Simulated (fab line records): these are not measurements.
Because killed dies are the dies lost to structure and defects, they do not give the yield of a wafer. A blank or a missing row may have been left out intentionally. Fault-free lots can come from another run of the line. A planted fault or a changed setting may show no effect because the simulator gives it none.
fab line records	flow nand-harc
[record] lots = 6	wafers = 18	last-day = 30
route steps=1302 shown P_GATE@196 END@1302
lots that met no fault: from a run of the same line without faults
start-h: hours from the record's opening day to when the first of the lot's shown wafers began	wait-h: hours since the lot's step before	" as in the row above	L1.1+2: several wafers, shown together as one row	- value missing, or start not given	* or withheld: withheld	< > ~ a bound
route shown NAME@n: a module of which the file shows steps, and the number in the route of the first	usual: average and standard deviation across the fault-free wafers	same: alike in all rows	chamber/n: place in a boat	sites: each site's reading	_std_site: standard deviation of those values	_edge_site: inner sites' mean taken away from outer sites' mean	radius-mm: how far each site lies from the wafer's centre	mask NAME#n: copy n	behind: the tool/chamber that last shaped the wafer	hold: why the lot went on hold/how many hours it stayed there/how the hold came to an end	device: which transistor (n, p or np) failed to switch	end of line: the tests these same wafers got at the end of their route	where a step has no rows: the recipe by itself	killed: dies that structure and defects cost at the first sort, which is not the same as the wafer's yield	map: the dies of a wafer, with x for killed, . for not killed, _ for no die there
set.NAME: the run value of the setting; set.NAME@STEP: its run value at that earlier step	model.NAME: the simulator's own value behind a step, which no gauge read
a table for each step, a row for each wafer; lots at some steps of the route
services: a tool's chamber out of use, with start hour (start-h, from the record's first day; less than 0 if before it), hours out, and reason
[[steps]]
[step NHARC_P_GATE_EBR_87]
[step NHARC_P_GATE_EXPOSE_88]
[recipe] na = 0.6	target-cd-nm = 2000	dose-mj = 11.87	mask-id = P_HVN
[step NHARC_P_GATE_PEB_89]
[recipe] peb-temp-c = 118	peb-time-s = 85
[step NHARC_P_GATE_DEVELOP_90]
[recipe] time-s = 70
[step NHARC_P_GATE_CD_MEAS_91]
[recipe] target-cd-nm = 2000	landing-energy-ev = 500
[usual] cd-nm = 2000.5/2.8
lot.wafer	tool	chamber	start-h	wait-h	cd-nm
L892.3	cd-sem-01	0	125.25	-	2002.5
L892.4	"	0	"	"	2001.9
L892.6	"	0	"	"	2003.8
L893.2	cd-sem-02	0	129.99	-	1999.2
L893.4	"	0	"	"	2002.6
L893.6	"	0	"	"	2001.2
L899.1	cd-sem-03	0	190.23	-	1998.0
L899.3	"	0	"	"	2002.1
L899.4	"	0	"	"	1997.4
L903.4	cd-sem-02	0	229.73	-	2001.5
L903.5	"	0	"	"	1998.9
L903.6	"	0	"	"	1998.0
L906.2	cd-sem-02	0	258.28	-	1997.8
L906.3	"	0	"	"	1995.4
L906.5	"	0	"	"	1998.9
L907.2	cd-sem-02	0	273.95	-	2004.0
L907.4	"	0	"	"	2003.1
L907.5	"	0	"	"	2001.7
[step NHARC_P_GATE_HARDBAKE_92]
[recipe] temp-c = 125	time-s = 80
[step NHARC_P_GATE_DESCUM_93]
[recipe] time-s = 3	o2-flow-sccm = 200	ar-flow-sccm = 0	bias-power-w = 0	chemistry = O2
[usual] drypump-motor-current-A = 5.7/0.42	oes-product-au = 1.005/0.012	rf-vpp-V = 57.9/0.99	showerhead-plenum-p-Torr = 1.94/0.089	throttle-valve-pct = 11.312/0.0093
lot.wafer	tool	chamber	start-h	wait-h	drypump-motor-current-A	oes-product-au	rf-hours-counter-h	rf-vpp-V	showerhead-plenum-p-Torr	throttle-valve-pct
L892.4	rie-diel-08	3	125.40	-	5.7	1.006	5	59.9	2.04	11.323
L892.3	"	1	"	"	6.1	0.990	6	57.1	1.95	11.315
L892.6	"	3	"	"	5.7	1.007	-	57.1	2.04	11.315
L893.4	rie-diel-09	1	130.16	-	6.1	1.001	6	58.8	1.95	11.323
L893.2	"	2	"	"	6.0	0.973	7	56.5	1.80	11.299
L893.6	"	1	"	"	6.1	1.008	-	58.9	1.95	11.311
L899.1	rie-diel-08	1	190.40	-	6.1	1.004	11	58.4	1.94	11.326
L899.3	"	2	"	"	5.3	1.035	10	58.0	1.94	11.319
L899.4	"	3	"	"	5.7	1.024	11	60.2	2.04	11.315
L903.4	rie-diel-09	0	229.88	-	4.8	0.993	4	59.4	1.95	11.299
L903.6	"	0	"	"	4.8	1.004	-	57.0	1.95	11.308
L903.5	"	1	"	"	6.1	0.997	-	58.7	1.95	11.320
L906.2	rie-diel-09	1	258.45	-	6.1	1.017	5	57.4	1.95	11.313
L906.3	"	3	"	"	6.1	1.004	6	59.9	2.02	11.315
L906.5	"	1	"	"	6.1	1.020	-	56.1	1.94	11.335
L907.2	rie-diel-08	3	274.12	-	5.7	1.009	4	59.3	2.04	11.306
L907.4	"	0	"	"	6.0	1.013	5	56.7	1.78	11.331
L907.5	"	3	"	"	5.7	1.007	-	57.7	2.04	11.301
[step NHARC_P_GATE_IMPLANT_94]
[recipe] energy-kev = 60	dose-cm2 = 2e+15	tilt-deg = 7
[step NHARC_P_GATE_STRIP_113]
[recipe] power-w = 1500	temp-c = 110	time-s = 740	chemistry = N2/H2
[usual] drypump-motor-current-A = 5.82/0.25	heater-power-w = 95/11	rf-refl-power-W = 25/5.9
lot.wafer	tool	chamber	start-h	wait-h	drypump-motor-current-A	heater-power-w	rf-hours-counter-h	rf-refl-power-W
L892.4	plasma-asher-01	0	126.01	0.3	5.66	91	-	33
L892.3	"	1	"	"	5.52	87	-	24
L892.6	"	1	"	"	5.49	84	-	24
L893.2	plasma-asher-01	0	130.52	0.2	5.69	89	26	32
L893.4	"	0	"	"	5.70	89	-	32
L893.6	"	0	"	"	5.68	89	-	33
L899.1	plasma-asher-02	1	190.76	0.2	6.09	109	25	24
L899.4	"	1	"	"	6.10	111	-	25
L899.3	"	0	"	"	6.08	102	-	16
L903.4	plasma-asher-01	0	230.49	0.3	5.68	89	-	32
L903.5	"	0	"	"	5.69	88	-	33
L903.6	"	1	"	"	5.50	82	-	24
L906.2	plasma-asher-01	1	258.96	0.3	5.53	81	19	24
L906.3	"	1	"	"	5.52	81	-	25
L906.5	"	0	"	"	5.72	89	-	34
L907.2	plasma-asher-02	0	274.60	0.3	6.06	105	3	15
L907.4	"	0	"	"	6.08	105	-	16
L907.5	"	1	"	"	6.10	108	-	24
[step NHARC_P_GATE_STRIP_95]
[recipe] power-w = 1500	temp-c = 250	chemistry = O2
[step NHARC_P_GATE_STRIP_96]
[recipe] time-s = 900	temp-c = 130	chemistry = SPM
[step NHARC_P_GATE_RTA_64]
[recipe] temp-c = 1050	time-s = 1
[step NHARC_P_GATE_ETCH_77]
[recipe] target-depth-a = 60	chemistry = dHF	material = SiO2
lot.wafer	tool	chamber	start-h	wait-h
L892.4+3+6	wet-bench-09	7,1,3	127.39	0.1
L893.4+6+2	wet-bench-06	0,2,3	132.01	0.1
L899.1+3+4	wet-bench-06	2,3,6	192.24	0.2
L903.5+6+4	wet-bench-09	7,0,3	231.73	0.1
L906.2+3+5	wet-bench-09	3,5,7	260.45	0.1
L907.5+4+2	wet-bench-06	4,7,0	275.96	0.1
[step NHARC_P_GATE_DEGAS_109]
[recipe] temp-c = 300	time-s = 60
[usual] heater-power-w = 467/37
lot.wafer	tool	chamber	start-h	wait-h	heater-power-w
L892.4	pvd-sputter-01	-	127.51	0.1	515
L892.3	"	-	"	"	476
L892.6	"	-	"	"	404
L893.2	pvd-sputter-01	-	132.16	0.1	402
L893.4	"	-	"	"	465
L893.6	"	-	"	"	456
L899.4	pvd-sputter-03	-	192.34	0.1	456
L899.1	"	-	"	"	509
L899.3	"	-	"	"	508
L903.4	pvd-sputter-02	-	231.86	0.1	486
L903.5	"	-	"	"	421
L903.6	"	-	"	"	423
L906.3	pvd-sputter-03	-	260.57	0.1	447
L906.2	"	-	"	"	519
L906.5	"	-	"	"	464
L907.2	pvd-sputter-01	-	276.09	0.1	394
L907.4	"	-	"	"	460
L907.5	"	-	"	"	453
[step NHARC_P_GATE_PRE_CLEAN_110]
[recipe] time-s = 30	bias-v = 200	gas = Ar
[step NHARC_P_GATE_SPUTTER_78]
[recipe] target-thk-a = 100	material = Ni
[step NHARC_P_GATE_SPUTTER_79]
[recipe] target-thk-a = 100	material = TiN
[step NHARC_P_GATE_RTA_80]
[recipe] temp-c = 300	time-s = 30
[usual] wafer_temp_C_max = 301.2/0.31
lot.wafer	tool	chamber	start-h	wait-h	wafer_temp_C_max
L892.3	rtp-anneal-01	0	127.90	-	301.2
L892.4	"	0	"	"	301.4
L892.6	"	0	"	"	301.4
L893.2	rtp-anneal-01	0	132.51	-	301.3
L893.4	"	0	"	"	301.4
L893.6	"	0	"	"	301.2
L899.1	rtp-anneal-01	0	192.64	-	301.3
L899.3	"	0	"	"	301.1
L899.4	"	0	"	"	301.3
L903.4	rtp-anneal-01	0	232.22	-	301.0
L903.5	"	0	"	"	301.1
L903.6	"	0	"	"	300.9
L906.2	rtp-anneal-01	0	260.89	-	301.5
L906.3	"	0	"	"	301.8
L906.5	"	0	"	"	301.3
L907.2	rtp-anneal-01	0	276.40	-	301.1
L907.4	"	0	"	"	301.3
L907.5	"	0	"	"	301.8
[step NHARC_P_GATE_STRIP_67]
[recipe] time-s = 600	temp-c = 130	chemistry = SPM
[step NHARC_P_GATE_RTA_82]
[recipe] temp-c = 450	time-s = 30
[usual] lamp-power-pct = 3.897/0.016	lamp_zone_2_pct = 3.897/0.016	lamp_zone_5_pct = 3.912/0.016	wafer_temp_C_max = 451.7/0.48
lot.wafer	tool	chamber	start-h	wait-h	lamp-power-pct	lamp_zone_2_pct	lamp_zone_5_pct	wafer_temp_C_max
L892.3	rtp-anneal-01	0	128.36	-	3.917	3.913	3.930	451.9
L892.4	"	0	"	"	3.914	3.910	3.932	451.9
L892.6	"	0	"	"	3.914	3.921	3.931	451.8
L893.2	rtp-anneal-01	0	132.96	-	3.916	3.915	3.927	452.0
L893.4	"	0	"	"	3.915	3.912	3.924	452.0
L893.6	"	0	"	"	3.917	3.913	3.934	451.4
L899.1	rtp-anneal-02	0	193.10	-	3.879	3.880	3.898	451.0
L899.3	"	0	"	"	3.879	3.880	3.903	452.1
L899.4	"	0	"	"	3.876	3.882	3.894	451.6
L903.4	rtp-anneal-02	0	232.68	-	3.875	3.887	3.896	451.4
L903.5	"	0	"	"	3.888	3.884	3.901	451.9
L903.6	"	0	"	"	3.883	3.872	3.900	451.4
L906.2	rtp-anneal-02	0	261.34	-	3.885	3.891	3.896	451.4
L906.3	"	0	"	"	3.884	3.881	3.899	451.9
L906.5	"	0	"	"	3.875	3.887	3.892	451.9
L907.2	rtp-anneal-01	0	276.86	-	3.912	3.912	3.929	452.5
L907.4	"	0	"	"	3.919	3.912	3.932	451.8
L907.5	"	0	"	"	3.908	3.913	3.931	451.7
[step NHARC_P_GATE_INSPECT_68]
[usual] raw-defect-count = 198/71
lot.wafer	tool	chamber	start-h	wait-h	raw-defect-count
L892.3	defect-inspect-02	-	128.50	0.1	169
L892.4	"	-	"	"	140
L892.6	"	-	"	"	241
L893.2	defect-inspect-02	-	133.13	0.1	224
L893.4	"	-	"	"	179
L893.6	"	-	"	"	235
L899.1	defect-inspect-02	-	193.29	0.2	207
L899.3	"	-	"	"	89
L899.4	"	-	"	"	141
L903.4	defect-inspect-01	-	232.79	0.1	217
L903.5	"	-	"	"	219
L903.6	"	-	"	"	120
L906.2	defect-inspect-02	-	261.51	0.1	163
L906.3	"	-	"	"	275
L906.5	"	-	"	"	223
L907.2	defect-inspect-01	-	277.03	0.1	189
L907.4	"	-	"	"	153
L907.5	"	-	"	"	182
[step NHARC_END_SORT_01]
[recipe] temp-c = 25
[usual] killed-at-array = 52/17	killed-at-other = 1.2/1.4	killed-at-periphery = 4.7/2.9	killed-dies = 58/17	killed-open = 3.2/1.9	killed-short = 2.4/1.4
[same] gross-dies = 677
lot.wafer	tool	chamber	start-h	wait-h	hold	killed-at-array	killed-at-other	killed-at-periphery	killed-dies	killed-open	killed-short
L892.3	prober-01	0	572.12	3.1	-	53	0	4	57	5	5
L892.4	prober-01	0	572.92	3.4	-	30	0	6	36	3	3
L892.6	prober-01	0	574.53	4.0	-	44	0	4	48	6	2
L893.2	prober-02	0	577.57	2.8	-	53	0	10	63	4	3
L893.4	prober-02	0	579.18	3.4	-	55	3	4	62	3	3
L893.6	prober-02	0	580.79	4.0	-	44	1	3	48	4	2
L899.1	prober-02	0	642.83	2.5	-	79	1	5	85	5	4
L899.3	prober-02	0	644.43	3.1	-	38	0	2	40	3	1
L899.4	prober-02	0	645.23	3.4	-	96	0	4	100	1	5
L906.2	prober-01	0	698.78	2.8	await-dispo/1.7h/scrap	84	0	593	677	7	5
L906.3	prober-01	0	699.59	3.1	await-dispo/1.7h/scrap	69	2	606	677	3	1
L906.5	prober-01	0	701.20	3.7	await-dispo/1.7h/scrap	74	0	603	677	4	4
L907.2	prober-01	0	716.13	2.8	await-dispo/8.3h/scrap	26	0	651	677	3	2
L907.4	prober-01	0	717.74	3.4	await-dispo/8.3h/scrap	26	2	649	677	5	3
L907.5	prober-01	0	718.55	3.7	await-dispo/8.3h/scrap	27	0	650	677	0	1
// killed by level:class
L892.3 A_CHANNEL_HOLE_D2:chamber-film-flake=29 A_SGD_CUT:chamber-film-flake=6 A_CHANNEL_HOLE_D1:chamber-film-flake=5 A_STAIRCASE:chamber-film-flake=3 P_CONTACT:geometric-particle:open=1 P_CONTACT:geometric-particle:short=1 P_M0:geometric-particle:open=1 A_ONON_D1:geometric-particle:open=1
L892.4 A_CHANNEL_HOLE_D2:chamber-film-flake=15 A_SGD_CUT:chamber-film-flake=5 A_CHANNEL_FILL_D2:geometric-particle:open=2 P_ZERO_WELL:chamber-film-flake=2 P_BONDPAD:chamber-film-flake=2 A_CHANNEL_FILL_D1:chamber-film-flake=2 A_STAIRCASE:chamber-film-flake=2 P_CONTACT:geometric-particle:short=1
L892.6 A_CHANNEL_HOLE_D2:chamber-film-flake=27 A_SGD_CUT:chamber-film-flake=5 A_ONON_D2:geometric-particle:open=2 A_CONTACT:geometric-particle:open=2 P_M0:geometric-particle:short=1 A_ONON_D2:geometric-particle:short=1 A_CHANNEL_HOLE_D2:geometric-particle:open=1 A_WL_FILL:geometric-particle:open=1
L893.2 A_CHANNEL_HOLE_D1:chamber-film-flake=22 A_CHANNEL_HOLE_D2:chamber-film-flake=19 P_CONTACT:chamber-film-flake=5 P_GATE:chamber-film-flake=3 A_ZERO_WELL:chamber-film-flake=2 A_WL_FILL:chamber-film-flake=2 P_M0:geometric-particle:open=1 A_ONON_D1:geometric-particle:open=1
L893.4 A_CHANNEL_HOLE_D1:chamber-film-flake=29 A_CHANNEL_HOLE_D2:chamber-film-flake=18 A_WL_FILL:chamber-film-flake=3 P_CONTACT:chamber-film-flake=2 THIN_TSV:chamber-film-flake=2 P_M0:geometric-particle:short=1 A_CHANNEL_FILL_D1:geometric-particle:short=1 A_CHANNEL_FILL_D2:geometric-particle:open=1
L893.6 A_CHANNEL_HOLE_D2:chamber-film-flake=22 A_CHANNEL_HOLE_D1:chamber-film-flake=11 A_CONTACT:chamber-film-flake=3 A_ZERO_WELL:chamber-film-flake=2 P_STI:geometric-particle:short=1 A_SOURCE_PLATE:geometric-particle:open=1 A_ONON_D1:geometric-particle:open=1 A_WL_FILL:geometric-particle:short=1
L899.1 A_CHANNEL_HOLE_D2:chamber-film-flake=29 A_CHANNEL_HOLE_D1:chamber-film-flake=19 A_SLIT:chamber-film-flake=17 A_CONTACT:chamber-film-flake=5 P_GATE:chamber-film-flake=4 A_ONON_D1:geometric-particle:short=2 A_ONON_D2:geometric-particle:open=2 P_CONTACT:geometric-particle:open=1
L899.3 A_SLIT:chamber-film-flake=13 A_CHANNEL_HOLE_D2:chamber-film-flake=12 A_CHANNEL_HOLE_D1:chamber-film-flake=6 A_DECK1_JOINT:chamber-film-flake=2 A_CHANNEL_FILL_D2:chamber-film-flake=2 P_M0:geometric-particle:open=1 A_SOURCE_PLATE:geometric-particle:short=1 A_ONON_D2:geometric-particle:open=1
L899.4 A_SLIT:chamber-film-flake=41 A_CHANNEL_HOLE_D2:chamber-film-flake=24 A_CHANNEL_HOLE_D1:chamber-film-flake=19 A_CONTACT:chamber-film-flake=3 A_DECK1_JOINT:chamber-film-flake=2 P_CONTACT:geometric-particle:short=1 A_ONON_D2:geometric-particle:short=1 A_CHANNEL_HOLE_D2:geometric-particle:short=1
L906.2 P_GATE:area-etch=590 A_SLIT:chamber-film-flake=38 A_CHANNEL_HOLE_D1:chamber-film-flake=24 A_CONTACT:chamber-film-flake=8 A_CHANNEL_FILL_D2:geometric-particle:short=3 A_STAIRCASE:chamber-film-flake=2 P_CONTACT:geometric-particle:open=1 P_M1:geometric-particle:open=1
L906.3 P_GATE:area-etch=605 A_CHANNEL_HOLE_D1:chamber-film-flake=24 A_SLIT:chamber-film-flake=23 A_CONTACT:chamber-film-flake=10 A_CHANNEL_FILL_D2:chamber-film-flake=5 A_STAIRCASE:chamber-film-flake=3 THIN_TSV:chamber-film-flake=2 P_M1:geometric-particle:open=1
L906.5 P_GATE:area-etch=602 A_SLIT:chamber-film-flake=28 A_CHANNEL_HOLE_D1:chamber-film-flake=25 A_CONTACT:chamber-film-flake=7 A_SGD_CUT:chamber-film-flake=2 A_STAIRCASE:chamber-film-flake=2 A_BONDPAD:chamber-film-flake=2 P_M0:geometric-particle:open=1
L907.2 P_GATE:area-etch=645 A_CHANNEL_HOLE_D1:chamber-film-flake=10 A_SLIT:chamber-film-flake=4 A_CHANNEL_FILL_D2:chamber-film-flake=3 P_GATE:chamber-film-flake=3 A_STAIRCASE:chamber-film-flake=3 A_CONTACT:chamber-film-flake=3 P_GATE:geometric-particle:open=1
L907.4 P_GATE:area-etch=646 A_CHANNEL_HOLE_D1:chamber-film-flake=6 A_CONTACT:chamber-film-flake=5 A_STAIRCASE:chamber-film-flake=4 A_CHANNEL_FILL_D2:chamber-film-flake=3 A_SLIT:chamber-film-flake=3 P_GATE:geometric-particle:open=2 A_CHANNEL_FILL_D2:geometric-particle:open=2
L907.5 P_GATE:area-etch=646 A_CHANNEL_HOLE_D1:chamber-film-flake=13 A_CONTACT:chamber-film-flake=6 P_ZERO_WELL:chamber-film-flake=4 A_STAIRCASE:chamber-film-flake=3 A_CHANNEL_FILL_D2:geometric-particle:short=1 A_ZERO_WELL:chamber-film-flake=1 A_CHANNEL_HOLE_D2:chamber-film-flake=1
// map L906.2 (x killed, . not)
____________x____________
_________xxxxxxx_________
_______xxxxxxxxxxx_______
______xxxxxxxxxxxxx______
_____xxxxxxxxxxxxxxx_____
____xxxxxxxxxxxxxxxxx____
____xxxxxxxxxxxxxxxxx____
___xxxxxxxxxxxxxxxxxxx___
___xxxxxxxxxxxxxxxxxxx___
__xxxxxxxxxxxxxxxxxxxxx__
__xxxxxxxxxxxxxxxxxxxxx__
_xxxxxxxxxxxxxxxxxxxxxxx_
_xxxxxxxxxxxxxxxxxxxxxxx_
_xxxxxxxxxxxxxxxxxxxxxxx_
_xxxxxxxxxxxxxxxxxxxxxxx_
_xxxxxxxxxxxxxxxxxxxxxxx_
xxxxxxxxxxxxxxxxxxxxxxxxx
xxxxxxxxxxxxxxxxxxxxxxxxx
xxxxxxxxxxxxxxxxxxxxxxxxx
xxxxxxxxxxxxxxxxxxxxxxxxx
xxxxxxxxxxxxxxxxxxxxxxxxx
_xxxxxxxxxxxxxxxxxxxxxxx_
_xxxxxxxxxxxxxxxxxxxxxxx_
_xxxxxxxxxxxxxxxxxxxxxxx_
_xxxxxxxxxxxxxxxxxxxxxxx_
_xxxxxxxxxxxxxxxxxxxxxxx_
__xxxxxxxxxxxxxxxxxxxxx__
__xxxxxxxxxxxxxxxxxxxxx__
___xxxxxxxxxxxxxxxxxxx___
___xxxxxxxxxxxxxxxxxxx___
____xxxxxxxxxxxxxxxxx____
____xxxxxxxxxxxxxxxxx____
_____xxxxxxxxxxxxxxx_____
______xxxxxxxxxxxxx______
_______xxxxxxxxxxx_______
_________xxxxxxx_________
____________x____________
// map L907.2 (x killed, . not)
____________x____________
_________xxxxxxx_________
_______xxxxxxxxxxx_______
______xxxxxxxxxxxxx______
_____xxxxxxxxxxxxxxx_____
____xxxxxxxxxxxxxxxxx____
____xxxxxxxxxxxxxxxxx____
___xxxxxxxxxxxxxxxxxxx___
___xxxxxxxxxxxxxxxxxxx___
__xxxxxxxxxxxxxxxxxxxxx__
__xxxxxxxxxxxxxxxxxxxxx__
_xxxxxxxxxxxxxxxxxxxxxxx_
_xxxxxxxxxxxxxxxxxxxxxxx_
_xxxxxxxxxxxxxxxxxxxxxxx_
_xxxxxxxxxxxxxxxxxxxxxxx_
_xxxxxxxxxxxxxxxxxxxxxxx_
xxxxxxxxxxxxxxxxxxxxxxxxx
xxxxxxxxxxxxxxxxxxxxxxxxx
xxxxxxxxxxxxxxxxxxxxxxxxx
xxxxxxxxxxxxxxxxxxxxxxxxx
xxxxxxxxxxxxxxxxxxxxxxxxx
_xxxxxxxxxxxxxxxxxxxxxxx_
_xxxxxxxxxxxxxxxxxxxxxxx_
_xxxxxxxxxxxxxxxxxxxxxxx_
_xxxxxxxxxxxxxxxxxxxxxxx_
_xxxxxxxxxxxxxxxxxxxxxxx_
__xxxxxxxxxxxxxxxxxxxxx__
__xxxxxxxxxxxxxxxxxxxxx__
___xxxxxxxxxxxxxxxxxxx___
___xxxxxxxxxxxxxxxxxxx___
____xxxxxxxxxxxxxxxxx____
____xxxxxxxxxxxxxxxxx____
_____xxxxxxxxxxxxxxx_____
______xxxxxxxxxxxxx______
_______xxxxxxxxxxx_______
_________xxxxxxx_________
____________x____________
[[services]]
tool	chamber	start-h	hours	kind
pvd-sputter-03	-	102.86	4.4	repair
pvd-sputter-01	-	105.21	16.9	repair
plasma-asher-01	-	120.07	4.4	repair
rie-diel-08	0	120.89	-	clean
rie-diel-08	1	120.89	-	clean
pvd-sputter-02	-	122.23	10.0	pm
rie-diel-08	0	131.82	3.2	repair
rie-diel-09	-	143.10	9.0	pm
pvd-sputter-03	-	146.82	1.5	repair
rie-diel-09	3	154.89	8.6	repair
plasma-asher-01	-	165.07	9.0	pm
plasma-asher-01	0	165.07	9.0	vent-cycle
plasma-asher-01	1	165.07	9.0	vent-cycle
pvd-sputter-03	-	170.00	10.0	pm
plasma-asher-01	0	174.07	-	clean
plasma-asher-01	1	174.07	-	clean
wet-bench-09	-	176.83	8.0	pm
rie-diel-08	-	190.80	9.0	pm
wet-bench-06	-	193.63	8.0	pm
rie-diel-09	3	200.05	2.7	repair
plasma-asher-01	-	209.48	4.9	repair
pvd-sputter-01	-	226.03	10.0	pm
wet-bench-09	-	246.26	1.6	repair
plasma-asher-02	-	250.04	9.0	pm
[[key]]
[first-sign] step = NHARC_END_SORT_01	reading = killed-at-periphery	direction = up	sigmas = 99+	usual = 4.7	struck = 625.3
[effect] step = NHARC_END_SORT_01	reading = killed-dies	direction = up	sigmas = 37	usual = 58	struck = 677
[more-kills-born-at] NHARC_P_GATE_ETCH_77@wet-bench-06 = 1937	NHARC_P_GATE_ETCH_77@wet-bench-09 = 1797
met-at NHARC_P_GATE_ETCH_77
struck-wafers L906.2,L906.3,L906.5,L907.2,L907.4,L907.5
later-rows-left-out L906.2,L906.3,L906.5,L907.2,L907.4,L907.5
tester-left-out L906,L907
onset-between 231.73 260.45
also-fits time
[fault] kind = skipped-step-whole	tool = wet-bench-06,wet-bench-09	chamber = -	onset-h = 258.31	steps = NHARC_P_GATE_ETCH_77	scope = struck-lots-only
// tester-left-out: of these lots the tester's yield and bins aren't shown, on N5 and GAA mostly nor the transistor test; their killed dies are dies lost to structure and defects alone, not to doping, threshold or leakage, so they don't give the yield
// later-rows-left-out: the simulator's readings of these wafers behind a module that went badly wrong aren't trusted and aren't shown, but for the sort
